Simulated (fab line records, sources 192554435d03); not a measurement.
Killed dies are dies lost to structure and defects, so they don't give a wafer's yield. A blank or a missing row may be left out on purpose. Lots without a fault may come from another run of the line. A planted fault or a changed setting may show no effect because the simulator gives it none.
Chamber matching | flow n5_finfet | N5_BEOL_M4_ALD_84 on ald_metal-02: 4 sister chambers
The step deposits TaN, pulse time 2 s, purge time 3 s, co reactant purge time 2 s. 8 wafers are shown with their chamber, then 7 later ones without.

WAFERS WITH THEIR CHAMBER
wafer  | chamber | heater_power_outer_w (W) | heater_power_w (W)
L077.3 | 1       | 249                      | 448
L077.6 | 2       | 243                      | 409
L078.6 | 3       | 218                      | 420
L080.1 | 2       | 237                      | 427
L080.4 | 0       | 248                      | 431
L080.5 | 1       | 250                      | 446
L093.2 | 0       | 250                      | 415
L093.4 | 3       | 221                      | 410

WAFERS WITHOUT THEIR CHAMBER
wafer  | heater_power_outer_w (W) | heater_power_w (W)
L093.6 | 252                      | 441
L092.1 | 236                      | 417
L092.2 | 247                      | 421
L092.3 | 220                      | 412
L097.1 | 226                      | 406
L097.3 | 244                      | 456
L097.6 | 246                      | 419

WHICH CHAMBER EACH WENT THROUGH
wafer  | from the rows above     | in truth
L093.6 | can't be placed: 1 or 0 | 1
L092.1 | 2                       | 2
L092.2 | can't be placed: 0 or 2 | 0
L092.3 | 3                       | 3
L097.1 | 3                       | 3
L097.3 | can't be placed: 1 or 0 | 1
L097.6 | can't be placed: 0 or 2 | 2
Placed correctly: 3 of 7. Can't be placed from these rows: 4 (the true chamber is among the candidates in 4). Placed wrongly: 0.
How it was worked out, from the rows above alone: a wafer's distance from a chamber is the root of the sum, over the readings, of the square of ((its reading less the chamber's mean) divided by the reading's scatter). The wafer belongs to the nearest chamber; if the next one is less than 2 further off, it can't be placed. A chamber's mean is the mean of its shown wafers. The scatter: the root of (the sum of the squares of (reading less its chamber's mean) over the shown wafers, divided by (wafers less chambers)).
